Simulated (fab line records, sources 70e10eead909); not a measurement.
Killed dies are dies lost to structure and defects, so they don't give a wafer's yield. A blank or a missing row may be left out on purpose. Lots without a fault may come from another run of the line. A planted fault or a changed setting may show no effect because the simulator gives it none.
fab line records | flow nand_harc | part 1 of 2: steps 1 to 4 of 6
record lots=21 wafers=63 last_day=34
route steps=1302 shown A_STAIRCASE@701
lots that met no fault: from a run of the same line without faults
start_h: hours from the record's first day to the start of the lot's first wafer shown | wait_h: hours since the lot's step before | " the same as in the row above | L1.1+2: a row that stands for several wafers | - no value, or no start given | * or withheld: withheld | < > ~ a bound
route shown NAME@n: a module of which the file shows steps, and the number in the route of the first | usual: mean/standard deviation of fault-free wafers | same: alike in all rows | chamber/n: place in a boat | sites: the reading at each site | _std_site: their standard deviation | _edge_site: outer sites' mean less inner sites' | radius_mm: how far each site lies from the wafer's centre | mask NAME#n: copy n | behind: the tool/chamber that last shaped the wafer | hold: why the lot was held/for how many hours/how that ended | device: the transistor (n, p or np) that didn't switch | end of line: the same wafers' tests at the end of the route | a step without rows: its recipe alone | killed: dies lost to structure and defects at the first sort, not the wafer's yield | map: a wafer's dies, x killed, . not, _ none there
set.NAME: the setting as run; set.NAME@STEP: as run at that earlier step | model.NAME: the simulator's own value behind a step, which no gauge read
steps of the route over a sample of lots; a table a step, a row a wafer
services: from which hour (start_h, from the record's first day; less than 0 if before it) a tool's chamber was out of use, for how many hours, and why
## steps
# step NHARC_A_STAIRCASE_TRIM_187
# recipe time_s=211.2 o2_flow_sccm=500 ar_flow_sccm=0 bias_w=0 chemistry=O2
# usual drypump_motor_current_A=5.7/0.57 mfc_ar_sccm=0.0012/0.002 oes_product_au=1.002/0.0091 rf_vpp_V=57.8/0.86 showerhead_plenum_p_Torr=3.51/0.17 throttle_valve_pct=17.038/0.01
# columns lot.wafer tool chamber start_h wait_h drypump_motor_current_A mfc_ar_sccm oes_product_au rf_hours_counter_h rf_vpp_V showerhead_plenum_p_Torr throttle_valve_pct
L075.1 rie_diel-13 3 358.92 0.1 5.4 0.0062 1.008 1 58.4 3.66 17.039
L075.2 " 1 " " 6.3 0 1.004 2 59.1 3.31 17.046
L075.5 " 2 " " 5.3 0 1.010 - 58.4 3.37 17.032
L074.2 rie_diel-12 3 359.23 0.1 5.8 0.0023 0.999 30 58.3 3.64 17.032
L074.3 " 0 " " 4.9 0 1.001 30 55.2 3.33 17.033
L074.4 " 1 " " 6.6 0 1.010 30 57.3 3.50 17.035
L077.4 rie_diel-13 1 400.14 0.1 6.3 0 1.011 14 58.1 3.31 17.044
L077.3 " 3 " " 5.4 0.0062 1.008 15 59.3 3.65 17.028
L077.5 " 1 " " 6.3 0 0.996 - 58.5 3.31 17.029
L079.1 rie_diel-02 1 407.29 0.1 5.0 0 0.984 1 58.9 3.81 17.027
L079.4 " 2 " " 6.6 0 0.991 1 58.5 3.47 17.038
L079.2 " 0 " " 5.8 0.0037 0.987 1 57.2 3.78 17.047
L078.4 rie_diel-13 0 407.45 0.1 6.3 0.0019 1.008 18 58.0 3.50 17.051
L078.5 " 0 " " 6.2 0.0019 1.004 - 57.6 3.50 17.036
L078.6 " 1 " " 6.3 0 1.024 - 58.8 3.31 17.042
L081.2 rie_diel-13 0 420.54 0.2 6.3 0.0019 1.006 21 56.5 3.50 17.038
L081.1 " 1 " " 6.3 0 1.012 20 57.3 3.31 17.055
L081.5 " 3 " " 5.4 0.0062 1.010 - 57.6 3.65 17.058
L083.2 rie_diel-13 2 442.75 0.1 5.3 0 0.991 22 59.2 3.36 17.046
L083.3 " 3 " " 5.4 0.0062 0.995 28 58.6 3.64 17.041
L083.6 " 3 " " 5.4 0.0062 0.993 - 57.3 3.64 17.058
L084.3 rie_diel-12 1 459.28 0.1 6.5 0 0.990 1 57.6 3.48 17.028
L084.1 " 2 " " 5.1 0 1.003 1 58.0 3.81 17.029
L084.6 " 1 " " 6.5 0 0.996 - 57.6 3.48 17.025
L085.1 rie_diel-12 0 468.32 0.1 4.9 0 0.997 3 55.6 3.31 17.031
L085.3 " 1 " " 6.5 0 1.006 4 57.5 3.48 17.056
L085.6 " 0 " " 4.9 0 0.999 - 56.4 3.31 17.012
L087.3 rie_diel-13 1 477.36 0.1 6.3 0 1.007 38 58.9 3.30 17.042
L087.2 " 2 " " 5.3 0 1.011 36 57.1 3.36 17.034
L087.4 " 3 " " 5.4 0.0062 0.999 - 56.3 3.64 17.024
L086.5 rie_diel-12 0 477.74 0.1 4.9 0 0.997 - 57.7 3.31 17.019
L086.6 " 2 " " 5.1 0 1.000 - 58.7 3.80 17.040
L086.4 " 3 " " 5.7 0.0023 0.988 - 58.0 3.62 17.037
L088.2 rie_diel-13 0 508.66 0.1 6.2 0.0019 1.006 42 58.5 3.49 17.034
L088.3 " 1 " " 6.3 0 0.998 45 58.0 3.29 17.020
L088.5 " 0 " " 6.2 0.0019 0.999 - 57.5 3.49 17.047
L089.4 rie_diel-12 3 511.06 0.1 5.7 0.0023 0.994 21 58.1 3.61 17.033
L089.2 " 1 " " 6.6 0 1.009 17 57.0 3.47 17.026
L089.5 " 3 " " 5.7 0.0023 0.996 - 58.8 3.61 17.050
L090.1 rie_diel-12 3 523.39 0.1 5.7 0.0023 0.984 24 56.9 3.61 17.040
L090.4 " 0 " " 4.9 0 0.985 21 57.6 3.30 17.049
L090.5 " 0 " " 4.9 0 0.997 - 57.5 3.30 17.023
L091.1 rie_diel-02 2 523.96 0.1 6.6 0 1.005 43 57.7 3.44 17.047
L091.3 " 3 " " 5.9 0 1.010 38 57.1 3.40 17.061
L091.5 " 3 " " 5.9 0 1.009 - 55.9 3.40 17.026
L092.1 rie_diel-12 3 534.18 0.1 5.7 0.0023 1.002 30 59.6 3.61 17.048
L092.3 " 0 " " 4.9 0 1.012 28 59.0 3.30 17.026
L092.5 " 0 " " 4.9 0 1.002 - 58.4 3.30 17.026
L093.3 rie_diel-02 0 546.02 0.1 5.8 0.0037 1.007 48 57.5 3.75 17.032
L093.4 " 1 " " 5.0 0 1.004 45 57.0 3.78 17.029
L093.5 " 2 " " 6.6 0 0.998 - 57.5 3.44 17.060
L096.3 rie_diel-12 2 566.22 0.1 5.1 0 1.015 37 57.8 3.79 17.060
L096.1 " 1 " " 6.5 0 1.008 34 58.4 3.46 17.047
L096.6 " 3 " " 5.7 0.0023 0.985 - 56.8 3.60 17.039
L094.4 rie_diel-13 3 566.49 0.1 5.4 0.0062 1.004 10 59.0 3.62 17.031
L094.3 " 1 " " 6.3 0 1.025 12 58.3 3.28 17.044
L094.2 " 2 " " 5.3 0 1.005 12 56.7 3.34 17.019
L095.4 rie_diel-02 1 566.78 0.1 5.0 0 0.998 54 57.6 3.78 17.029
L095.6 " 1 " " 5.0 0 1.004 - 58.8 3.78 17.043
L095.5 " 2 " " 6.6 0 1.000 - 58.0 3.44 17.045
L097.4 rie_diel-12 1 585.98 0.1 6.5 0 1.005 42 58.4 3.46 17.037
L097.3 " 3 " " 5.8 0.0023 0.992 45 57.6 3.60 17.040
L097.5 " 1 " " 6.5 0 1.009 - 57.7 3.46 17.035
# step NHARC_A_STAIRCASE_TRIM_191
# recipe time_s=211.2 o2_flow_sccm=500 ar_flow_sccm=0 bias_w=0 chemistry=O2
# usual drypump_motor_current_A=5.7/0.58 mfc_ar_sccm=0.0011/0.0019 oes_product_au=1.003/0.0096 rf_vpp_V=57.8/1 showerhead_plenum_p_Torr=3.51/0.17 throttle_valve_pct=17.037/0.0088
# columns lot.wafer tool chamber start_h wait_h drypump_motor_current_A mfc_ar_sccm oes_product_au rf_hours_counter_h rf_vpp_V showerhead_plenum_p_Torr throttle_valve_pct
L075.1 rie_diel-02 0 - - 5.8 0.0037 1.006 44 57.6 3.78 17.037
L075.2 " 1 " " 5.0 0 0.994 44 58.2 3.28 17.023
L075.5 " 2 " " 6.5 0 1.001 - 57.1 3.48 17.052
L074.2 rie_diel-12 2 - - 5.1 0 1.018 28 56.9 3.28 17.020
L074.3 " 3 " " 5.7 0.0023 1.004 31 60.4 3.64 17.034
L074.4 " 0 " " 4.9 0 0.999 30 57.5 3.33 17.029
L077.4 rie_diel-13 0 - - 6.2 0.0019 1.002 16 57.9 3.51 17.038
L077.3 " 1 " " 6.3 0 1.019 15 58.3 3.31 17.049
L077.5 " 3 " " 5.4 0.0062 1.008 - 58.3 3.65 17.039
L079.1 rie_diel-02 2 - - 6.5 0 1.004 1 58.5 3.47 17.031
L079.4 " 0 " " 5.8 0.0037 0.993 1 59.0 3.78 17.043
L079.2 " 1 " " 5.0 0 0.992 1 60.4 3.81 17.030
L078.4 rie_diel-13 0 - - 6.2 0.0019 1.014 19 58.8 3.50 17.040
L078.6 " 1 " " 6.3 0 1.016 - 58.1 3.31 17.029
L078.5 " 2 " " 5.3 0 1.018 - 57.2 3.37 17.030
L081.2 rie_diel-13 1 - - 6.3 0 1.024 21 57.1 3.30 17.042
L081.1 " 2 " " 5.3 0 1.010 16 58.7 3.37 17.034
L081.5 " 3 " " 5.4 0.0062 1.013 - 58.1 3.65 17.048
L083.3 rie_diel-13 2 - - 5.3 0 1.005 23 56.9 3.36 17.032
L083.2 " 3 " " 5.4 0.0062 1.002 28 59.5 3.64 17.027
L083.6 " 2 " " 5.3 0 1.000 - 56.6 3.36 17.028
L084.3 rie_diel-12 3 - - 5.8 0.0023 0.992 2 58.6 3.62 17.037
L084.1 " 1 " " 6.5 0 1.002 2 58.6 3.48 17.032
L084.6 " 1 " " 6.5 0 0.989 - 57.6 3.48 17.037
L085.1 rie_diel-12 0 - - 4.9 0 0.993 3 58.8 3.31 17.041
L085.3 " 1 " " 6.5 0 0.999 4 56.8 3.48 17.030
L085.6 " 0 " " 4.9 0 1.011 - 59.2 3.31 17.033
L087.2 rie_diel-13 2 - - 5.3 0 1.011 36 56.4 3.36 17.029
L087.3 " 3 " " 5.4 0.0062 1.010 39 57.6 3.64 17.029
L087.4 " 3 " " 5.4 0.0062 0.987 - 60.5 3.64 17.037
L086.6 rie_diel-12 2 - - 5.1 0 1.018 - 60.3 3.80 17.032
L086.4 " 3 " " 5.7 0.0023 0.988 - 57.9 3.62 17.026
L086.5 " 0 " " 4.9 0 1.006 - 56.6 3.31 17.044
L088.2 rie_diel-13 1 - - 6.3 0 1.008 45 57.5 3.29 17.045
L088.3 " 0 " " 6.2 0.0019 1.004 42 57.3 3.49 17.039
L088.5 " 1 " " 6.3 0 1.014 - 56.1 3.29 17.031
L089.2 rie_diel-12 2 - - 5.1 0 1.002 22 58.1 3.80 17.029
L089.4 " 3 " " 5.7 0.0023 0.986 21 58.0 3.61 17.035
L089.5 " 2 " " 5.1 0 1.006 - 59.5 3.80 17.028
L090.1 rie_diel-12 0 - - 4.9 0 1.007 22 58.3 3.30 17.038
L090.4 " 1 " " 6.5 0 1.016 21 57.8 3.47 17.036
L090.5 " 2 " " 5.1 0 1.011 - 58.1 3.79 17.045
L091.1 rie_diel-02 1 - - 5.0 0 0.993 40 60.1 3.78 17.037
L091.3 " 3 " " 5.9 0 1.003 39 56.9 3.40 17.026
L091.5 " 1 " " 5.0 0 1.000 - 59.0 3.78 17.028
L092.1 rie_diel-12 1 - - 6.5 0 1.023 27 56.9 3.47 17.042
L092.3 " 2 " " 5.1 0 1.013 30 58.9 3.79 17.035
L092.5 " 0 " " 4.9 0 1.010 - 57.2 3.30 17.027
L093.3 rie_diel-02 2 - - 6.6 0 1.006 48 56.1 3.44 17.039
L093.4 " 3 " " 6.0 0 0.997 45 58.0 3.40 17.033
L093.5 " 2 " " 6.6 0 0.995 - 56.1 3.44 17.043
L096.3 rie_diel-12 3 - - 5.8 0.0023 0.998 39 58.6 3.60 17.037
L096.1 " 2 " " 5.1 0 1.014 37 58.1 3.79 17.021
L096.6 " 3 " " 5.8 0.0023 0.996 - 58.9 3.60 17.043
L094.4 rie_diel-13 1 - - 6.3 0 1.014 12 57.5 3.28 17.043
L094.2 " 3 " " 5.4 0.0062 0.993 10 57.5 3.62 17.051
L094.3 " 0 " " 6.2 0.0019 0.999 10 57.2 3.48 17.032
L095.4 rie_diel-02 2 - - 6.6 0 0.995 51 58.8 3.44 17.047
L095.5 " 2 " " 6.6 0 1.008 - 58.7 3.44 17.052
L095.6 " 3 " " 6.0 0 0.983 - 57.8 3.39 17.050
L097.3 rie_diel-12 1 - - 6.5 0 1.014 42 57.5 3.46 17.052
L097.4 " 3 " " 5.7 0.0023 0.995 45 57.1 3.60 17.038
L097.5 " 0 " " 4.9 0 1.002 - 56.5 3.29 17.059
# step NHARC_A_STAIRCASE_ETCH_201
# recipe target_depth_a=1000 time_s=40.5 ion_energy_ev=400 c4f8_flow_sccm=20 o2_flow_sccm=10 ar_flow_sccm=withheld rf_w=600 bias_w=1000 chemistry=C4F8/O2
# usual oes_product_au=0.945/0.011 rf_vpp_V=895/6.2
# columns lot.wafer tool chamber start_h wait_h oes_product_au rf_hours_counter_h rf_vpp_V
L075.1 rie_diel-13 0 - - 0.948 2 896
L075.2 " 1 " " 0.936 2 888
L075.5 " 3 " " 0.949 - 900
L074.2 rie_diel-02 1 - - 0.949 44 886
L074.3 " 2 " " 0.942 46 894
L074.4 " 3 " " 0.959 46 893
L077.3 rie_diel-13 3 - - 0.933 16 901
L077.4 " 1 " " 0.933 15 887
L077.5 " 3 " " 0.941 - 902
L079.2 rie_diel-02 1 - - 0.934 1 906
L079.4 " 2 " " 0.956 2 893
L079.1 " 3 " " 0.967 2 891
L078.4 rie_diel-12 1 - - 0.956 45 894
L078.6 " 3 " " 0.942 - 900
L078.5 " 0 " " 0.939 - 888
L081.1 rie_diel-13 3 - - 0.946 22 899
L081.2 " 0 " " 0.945 23 897
L081.5 " 0 " " 0.948 - 895
L083.3 rie_diel-13 2 - - 0.957 23 890
L083.2 " 0 " " 0.955 27 895
L083.6 " 2 " " 0.957 - 890
L084.1 rie_diel-13 0 - - 0.937 32 893
L084.3 " 1 " " 0.958 31 887
L084.6 " 3 " " 0.927 - 900
L085.3 rie_diel-13 2 - - 0.963 31 890
L085.1 " 3 " " 0.947 36 899
L085.6 " 0 " " 0.937 - 896
L087.3 rie_diel-12 3 - - 0.923 10 901
L087.4 " 1 " " 0.935 5 895
L087.2 " 2 " " 0.932 9 904
L086.6 rie_diel-13 3 - - 0.937 - 900
L086.5 " 1 " " 0.926 - 887
L086.4 " 2 " " 0.950 - 888
L088.3 rie_diel-13 2 - - 0.950 45 889
L088.2 " 1 " " 0.940 46 886
L088.5 " 2 " " 0.952 - 890
L089.2 rie_diel-13 1 - - 0.952 47 887
L089.4 " 2 " " 0.963 45 890
L089.5 " 0 " " 0.947 - 894
L090.1 rie_diel-12 0 - - 0.938 22 886
L090.4 " 2 " " 0.968 25 905
L090.5 " 0 " " 0.940 - 888
L091.3 rie_diel-02 1 - - 0.938 40 906
L091.1 " 2 " " 0.946 44 892
L091.5 " 1 " " 0.952 - 906
L092.3 rie_diel-02 1 - - 0.936 44 905
L092.1 " 3 " " 0.927 43 890
L092.5 " 1 " " 0.949 - 905
L093.4 rie_diel-13 2 - - 0.942 6 888
L093.3 " 0 " " 0.940 5 894
L093.5 " 2 " " 0.935 - 889
L096.1 rie_diel-02 1 - - 0.937 55 906
L096.3 " 3 " " 0.955 54 891
L096.6 " 2 " " 0.947 - 893
L094.3 rie_diel-13 3 - - 0.930 11 898
L094.2 " 0 " " 0.943 10 895
L094.4 " 1 " " 0.958 13 887
L095.4 rie_diel-13 3 - - 0.957 11 899
L095.6 " 1 " " 0.963 - 887
L095.5 " 2 " " 0.931 - 889
L097.4 rie_diel-12 0 - - 0.943 47 887
L097.3 " 1 " " 0.943 43 895
L097.5 " 3 " " 0.945 - 898
# step NHARC_A_STAIRCASE_ETCH_221
# recipe target_depth_a=1000 time_s=40.5 ion_energy_ev=400 c4f8_flow_sccm=20 o2_flow_sccm=10 ar_flow_sccm=withheld rf_w=600 bias_w=1000 chemistry=C4F8/O2
# usual oes_product_au=0.941/0.014 rf_vpp_V=896/6.7
# columns lot.wafer tool chamber start_h wait_h oes_product_au rf_hours_counter_h rf_vpp_V
L075.2 rie_diel-13 0 - - 0.926 2 896
L075.1 " 1 " " 0.928 3 888
L075.5 " 3 " " 0.937 - 902
L074.3 rie_diel-13 0 - - 0.926 3 896
L074.4 " 2 " " 0.936 3 890
L074.2 " 3 " " 0.924 3 900
L077.4 rie_diel-12 0 - - 0.911 45 888
L077.3 " 1 " " 0.931 44 894
L077.5 " 1 " " 0.936 - 892
L079.1 rie_diel-13 2 - - 0.953 13 889
L079.4 " 3 " " 0.955 19 900
L079.2 " 1 " " 0.957 17 888
L078.4 rie_diel-02 0 - - 0.946 - 904
L078.6 " 1 " " 0.940 - 907
L078.5 " 3 " " 0.945 - 893
L081.1 rie_diel-02 1 - - 0.917 10 907
L081.2 " 2 " " 0.933 6 894
L081.5 " 1 " " 0.916 - 906
L083.3 rie_diel-13 2 - - 0.949 24 890
L083.2 " 3 " " 0.929 29 900
L083.6 " 2 " " 0.952 - 890
L084.3 rie_diel-12 1 - - 0.940 2 894
L084.1 " 2 " " 0.953 3 905
L084.6 " 1 " " 0.954 - 893
L085.3 rie_diel-12 0 - - 0.940 4 888
L085.1 " 2 " " 0.940 6 904
L085.6 " 3 " " 0.936 - 900
L086.4 rie_diel-13 1 - - 0.942 40 887
L086.6 " 1 " " 0.944 - 888
L086.5 " 2 " " 0.953 - 890
L087.4 rie_diel-02 0 - - 0.947 29 904
L087.2 " 1 " " 0.928 29 906
L087.3 " 3 " " 0.962 23 892
L088.2 rie_diel-02 2 - - 0.968 38 893
L088.3 " 3 " " 0.962 31 890
L088.5 " 1 " " 0.933 - 905
L089.2 rie_diel-13 1 - - 0.950 47 887
L089.4 " 3 " " 0.952 46 901
L089.5 " 1 " " 0.938 - 889
L090.4 rie_diel-02 0 - - 0.936 43 904
L090.1 " 1 " " 0.921 41 904
L090.5 " 2 " " 0.929 - 893
L091.1 rie_diel-02 0 - - 0.931 44 904
L091.3 " 1 " " 0.924 41 905
L091.5 " 1 " " 0.925 - 906
L092.1 rie_diel-13 0 - - 0.962 2 894
L092.3 " 2 " " 0.943 2 889
L092.5 " 1 " " 0.966 - 887
L093.3 rie_diel-02 0 - - 0.940 49 904
L093.4 " 3 " " 0.936 - 892
L093.5 " 0 " " 0.939 - 902
L096.3 rie_diel-02 3 - - 0.936 54 891
L096.1 " 0 " " 0.955 58 903
L096.6 " 3 " " 0.940 - 892
L094.4 rie_diel-12 3 - - 0.952 40 898
L094.2 " 0 " " 0.943 39 887
L094.3 " 1 " " 0.956 35 893
L095.4 rie_diel-12 1 - - 0.937 36 893
L095.6 " 3 " " 0.925 - 900
L095.5 " 0 " " 0.929 - 888
L097.4 rie_diel-13 1 - - 0.951 20 886
L097.3 " 2 " " 0.938 22 888
L097.5 " 0 " " 0.945 - 894
